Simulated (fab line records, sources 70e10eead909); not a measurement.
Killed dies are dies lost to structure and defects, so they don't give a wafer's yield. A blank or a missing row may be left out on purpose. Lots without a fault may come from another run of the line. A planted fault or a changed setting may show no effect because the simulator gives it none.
Chamber matching | flow nand_harc | NHARC_P_M2_DEP_33 on pecvd-01: 3 sister chambers
The step deposits SiCN, target thk 30 nm. 3 wafers are shown with their chamber, then 7 later ones without.

WAFERS WITH THEIR CHAMBER
wafer  | chamber | heater_power_w (W)
L083.3 | 1       | 551
L084.1 | 0       | 602
L084.2 | 2       | 512

WAFERS WITHOUT THEIR CHAMBER
wafer  | heater_power_w (W)
L084.4 | 601
L089.1 | 540
L089.5 | 545
L089.6 | 588
L090.1 | 616
L090.2 | 497
L090.3 | 586

WHICH CHAMBER EACH WENT THROUGH
wafer  | from the rows above     | in truth
L084.4 | 0                       | 0
L089.1 | can't be placed: 1 or 2 | 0
L089.5 | 1                       | 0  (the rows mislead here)
L089.6 | can't be placed: 0 or 1 | 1
L090.1 | 0                       | 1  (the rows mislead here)
L090.2 | 2                       | 2
L090.3 | can't be placed: 0 or 1 | 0
Placed correctly: 2 of 7. Can't be placed from these rows: 3 (the true chamber is among the candidates in 2). Placed wrongly: 2.
How it was worked out, from the rows above alone: a wafer's distance from a chamber is the root of the sum, over the readings, of the square of ((its reading less the chamber's mean) divided by the reading's scatter). The wafer belongs to the nearest chamber; if the next one is less than 2 further off, it can't be placed. A chamber's mean is the mean of its shown wafers. The scatter: with one shown wafer a chamber, the root of the mean of the squares of how far each hidden wafer lies from its nearest shown one.
